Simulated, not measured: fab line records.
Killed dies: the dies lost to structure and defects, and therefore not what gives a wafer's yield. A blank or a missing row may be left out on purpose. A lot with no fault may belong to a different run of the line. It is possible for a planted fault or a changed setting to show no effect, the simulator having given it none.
Split-lot study ; flow n5-finfet ; on a route of 1938 steps: 7 lots, 21 wafers read

## THE SPLIT
At N5_MOL_CONTACT_COAG_COAT_62 (time 60 s, resist thk 60 nm), the setting spin-rpm was moved away from the recipe's 1500 rpm on 5 of the 21 wafers read, by -9.4% to +9.3%. This setting was run at the recipe's value on the other wafers.

## FROM THE SPLIT TO THE READING: what the file shows between them, 12 steps
- N5_MOL_CONTACT_COAG_COAT_63: time 60 s, resist thk 10 nm (also split here: spin-rpm)
- N5_MOL_CONTACT_COAG_COAT_64: time 60 s, resist thk 10 nm
- N5_MOL_CONTACT_COAG_COAT_34: resist thk 40 nm
- N5_MOL_CONTACT_COAG_ALD_133: deposits SiO2, target thk 5 nm, pulse time 1 s, co reactant pulse time 1 s
- N5_MOL_CONTACT_COAG_ETCHBACK_134: etches SiO2 in CHF3, target depth 10 nm, time 6.7 s
- N5_MOL_CONTACT_COAG_ETCH_67: etches SOC in N2/H2, target depth 60 nm, overetch 21 nm, time 101.2 s
- N5_MOL_CONTACT_COAG_STRIP_68: strips in N2/H2
- N5_MOL_CONTACT_COAG_STRIP_69: strips in N2/H2
- N5_MOL_CONTACT_COAG_ETCHBACK_136: etches SiO2 in CHF3, target depth 25 nm, time 16.7 s
- N5_MOL_CONTACT_COAG_STRIP_120: strips in CHF3
- N5_MOL_CONTACT_COAG_VIA_ETCH_117: etches SiO2 in C4F6/O2, target depth 40 nm, overetch 8 nm, time 26 s
- N5_MOL_CONTACT_COAG_ETCH_124: etches SiNx in CH3F/O2, stops on SiOC, target depth 6.5 nm

## THE READING
SOC_of_MOL_CONTACT_COAG_COAT_62.thk-nm (the simulator's own value, which no gauge read), in nm, at N5_MOL_CONTACT_COAG_ETCH_48 (etches SiOC in C4F6/O2, target depth 15 nm, overetch 4.5 nm, time 17 s). The file does not state a usual value for it. Here, 16 wafers ran the recipe; their average is 45.7 nm with a standard deviation of 0.33 nm.

wafer;tool, chamber at the split;spin-rpm as run, rpm;against the recipe;SOC_of_MOL_CONTACT_COAG_COAT_62.thk-nm, nm;against lot-mates on the recipe
L083.2;litho-track-05, 0;1500;recipe;46;-
L083.3;litho-track-05, 0;1359;-9.4%;49;+3.2
L083.4;litho-track-05, 0;1500;recipe;45.6;-
L086.2;litho-track-05, 0;1500;recipe;46.2;-
L086.3;litho-track-05, 0;1500;recipe;45.4;-
L086.6;litho-track-05, 0;1500;recipe;46;-
L088.2;litho-track-02, 0;1500;recipe;46.2;-
L088.3;litho-track-02, 0;1500;recipe;45.6;-
L088.6;litho-track-02, 0;1500;recipe;45.4;-
L090.4;litho-track-04, 0;1570;+4.7%;44.2;-1.2
L090.5;litho-track-04, 0;1500;recipe;45.6;-
L090.6;litho-track-04, 0;1500;recipe;45.2;-
L092.2;litho-track-02, 0;1639;+9.3%;43.4;-2.0
L092.3;litho-track-02, 0;1639;+9.3%;42.8;-2.6
L092.5;litho-track-02, 0;1500;recipe;45.4;-
L094.1;litho-track-02, 0;1500;recipe;45.8;-
L094.2;litho-track-02, 0;1500;recipe;45.8;-
L094.3;litho-track-02, 0;1500;recipe;46.2;-
L096.3;litho-track-04, 0;1500;recipe;45.2;-
L096.4;litho-track-04, 0;1546;+3.1%;44.4;-1.1
L096.5;litho-track-04, 0;1500;recipe;45.8;-

FIT RESULTS
A straight line over all 21 wafers: SOC_of_MOL_CONTACT_COAG_COAT_62.thk-nm changes by -0.312 nm for each +1% of spin-rpm; r = -0.96; the points scatter about the line by 0.35 nm.
The same after taking each lot's own level away (the mean of its wafers on the recipe; 21 wafers): -0.283 nm for each +1%; r = -0.96; scatter 0.31 nm.
On that fit, the largest move of spin-rpm shifts the reading by 2.7 nm.
Across the lots, their own levels run from 45.40 to 45.93 nm, a range of 1.6 times the standard deviation given above.
So the lot-to-lot level changes the slope little: the two slopes agree.
Check: +2.36 nm against its lot-mates is what the line predicts for one of the wafers moved furthest among these (-9.4%) when that wafer is left out of the fit. It came out at +3.2 nm against them.

## THE OTHER SPLITS THESE WAFERS WENT THROUGH
These wafers also went through other splits before the reading. Each is held against what the fit with the lots' levels taken away leaves over:
other split on the same wafers;wafers away from the commonest value;r with SOC_of_MOL_CONTACT_COAG_COAT_62.thk-nm (lot level and that fit taken away)
N5_SD_EPI_N_PRECLEAN_49 time-s;9;-0.12
N5_HKMG_FIN_PEB_10 peb-time-s;10;-0.05
N5_GATE_CUT_DESCUM_18 time-s;5;+0.08
N5_GATE_CUT_ETCH_36 cf4-flow-sccm;8;+0.27
N5_MOL_CONTACT_COAG_ETCH_105 bias-w;6;+0.09
N5_MOL_CONTACT_COAG_COAT_63 spin-rpm;7;-0.20

## THE WHOLE CHAIN: every reading that the file lists as answering this split, in the file's order
step;what it does;reading;change (the file's fit);r (the file's)
N5_MOL_CONTACT_COAG_COAT_62;time 60 s, resist thk 60 nm;SOC_of_MOL_CONTACT_COAG_COAT_62.thk-nm (the simulator's own value, which no gauge read);-0.31 nm for each +1% of the setting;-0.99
N5_MOL_CONTACT_COAG_ETCH_67;etches SOC in N2/H2, target depth 60 nm, overetch 21 nm, time 101.2 s;etch.depth-nm (the simulator's own value, which no gauge read);-0.305 nm for each +1% of the setting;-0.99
N5_MOL_CONTACT_COAG_ETCHBACK_136;etches SiO2 in CHF3, target depth 25 nm, time 16.7 s;SOC_of_MOL_CONTACT_COAG_COAT_62.thk-nm (the simulator's own value, which no gauge read);-0.297 nm for each +1% of the setting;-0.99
N5_MOL_CONTACT_COAG_ETCH_48;etches SiOC in C4F6/O2, target depth 15 nm, overetch 4.5 nm, time 17 s;SOC_of_MOL_CONTACT_COAG_COAT_62.thk-nm (the simulator's own value, which no gauge read);-0.294 nm for each +1% of the setting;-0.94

## THE FILE'S OWN FIT
SOC_of_MOL_CONTACT_COAG_COAT_62.thk-nm changes by -0.294 nm for each +1% of spin-rpm, r = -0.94.
